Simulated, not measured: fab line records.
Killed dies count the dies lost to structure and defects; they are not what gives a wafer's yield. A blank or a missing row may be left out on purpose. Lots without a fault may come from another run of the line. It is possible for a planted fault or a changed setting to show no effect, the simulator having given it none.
One fault through the eyes of 3 desks || flow n5_finfet || what lay behind the numbers comes last; until then each desk has only its own

## THE DEFECT DESK
Inspection counts along the route, by lot: the mean over sampled wafers that carry a number. Marked OUT: a lot whose mean sits more than 4 standard deviations from the usual mean, which makes it out of limits; the brackets give that distance.
Columns: A = raw_defect_count at N5_PASSIVATION_INSPECT_67, usual 2.0
{"lot": "L188", "first seen here": "day 12 04:16", "A": 4.7}
{"lot": "L189", "first seen here": "day 12 17:41", "A": 1.3}
{"lot": "L195", "first seen here": "day 13 23:13", "A": 3.5}
{"lot": "L197", "first seen here": "day 14 08:20", "A": 1.0}
{"lot": "L198", "first seen here": "day 15 16:42", "A": 1.7}
{"lot": "L204", "first seen here": "day 16 08:34", "A": 1.0}
{"lot": "L211", "first seen here": "day 18 04:46", "A": 2.7}
This desk's finding: nothing out of limits on any of the 7 lots.

## THE TOOL OWNER'S DESK: rie_diel-05
The tool's own readings at N5_PASSIVATION_PASS_ETCH_47 (etches SiNx in CF4/O2, target depth 770 nm, time 385 s): means of the sampled wafers that have a number, for each lot that ran on this tool. Marked OUT: a lot whose mean sits more than 4 standard deviations from the usual mean, which makes it out of limits; the brackets give that distance.
Columns: A = bias_w at N5_PASSIVATION_PASS_ETCH_47, usual 48.99 W; B = drypump_motor_current_A at N5_PASSIVATION_PASS_ETCH_47, usual 5.8 A; C = oes_product_au at N5_PASSIVATION_PASS_ETCH_47, usual 0.79 a.u.; D = rf_vpp_V at N5_PASSIVATION_PASS_ETCH_47, usual 241.5 V; E = showerhead_plenum_p_Torr at N5_PASSIVATION_PASS_ETCH_47, usual 2.24 Torr; F = throttle_valve_pct at N5_PASSIVATION_PASS_ETCH_47, usual 15.73 %
{"lot": "L188", "first seen here": "day 12 04:23", "A": 48.84, "B": 5.6, "C": 0.87, "D": 241.7, "E": 2.24, "F": 15.61}
{"lot": "L195", "first seen here": "day 13 23:17", "A": 48.94, "B": 5.4, "C": 0.85, "D": 240.1, "E": 2.27, "F": 15.64}
{"lot": "L197", "first seen here": "day 14 08:24", "A": 49.11, "B": 5.4, "C": 0.81, "D": 241.8, "E": 2.30, "F": 15.86}
{"lot": "L198", "first seen here": "day 15 17:08", "A": 49.01, "B": 5.8, "C": 0.83, "D": 242.5, "E": 2.20, "F": 15.73}
This desk's finding: nothing out of limits on any of the 4 lots.

## METROLOGY DESK
Means of the sampled wafers that have a number, per lot and without regard to the tool the lot ran on: this is what the gauges read. Marked OUT: a lot whose mean sits more than 4 standard deviations from the usual mean, which makes it out of limits; the brackets give that distance.
Columns: A = cd_nm at N5_PASSIVATION_CD_MEAS_44, usual 40000 nm; B = PASS_OPEN_OVL at N5_PASSIVATION_OVL_MEAS_66, usual 2 nm
{"lot": "L188", "first seen here": "day 12 04:12", "A": 40002, "B": -1}
{"lot": "L189", "first seen here": "day 12 17:37", "A": 40000, "B": 5}
{"lot": "L195", "first seen here": "day 13 23:10", "A": 39998, "B": 7}
{"lot": "L197", "first seen here": "day 14 08:17", "A": 40002, "B": 0}
{"lot": "L198", "first seen here": "day 15 16:38", "A": 39999, "B": -3}
{"lot": "L204", "first seen here": "day 16 08:31", "A": 40007, "B": -0}
{"lot": "L211", "first seen here": "day 18 04:43", "A": 39999, "B": 0}
This desk's finding: nothing out of limits on any of the 7 lots.

## PUT TOGETHER
No out-of-limits result turned up at the defect desk.
The tool owner's desk saw nothing out of limits.
Nothing out of limits was seen by the metrology desk.

## WHAT THE SIMULATOR PUT IN
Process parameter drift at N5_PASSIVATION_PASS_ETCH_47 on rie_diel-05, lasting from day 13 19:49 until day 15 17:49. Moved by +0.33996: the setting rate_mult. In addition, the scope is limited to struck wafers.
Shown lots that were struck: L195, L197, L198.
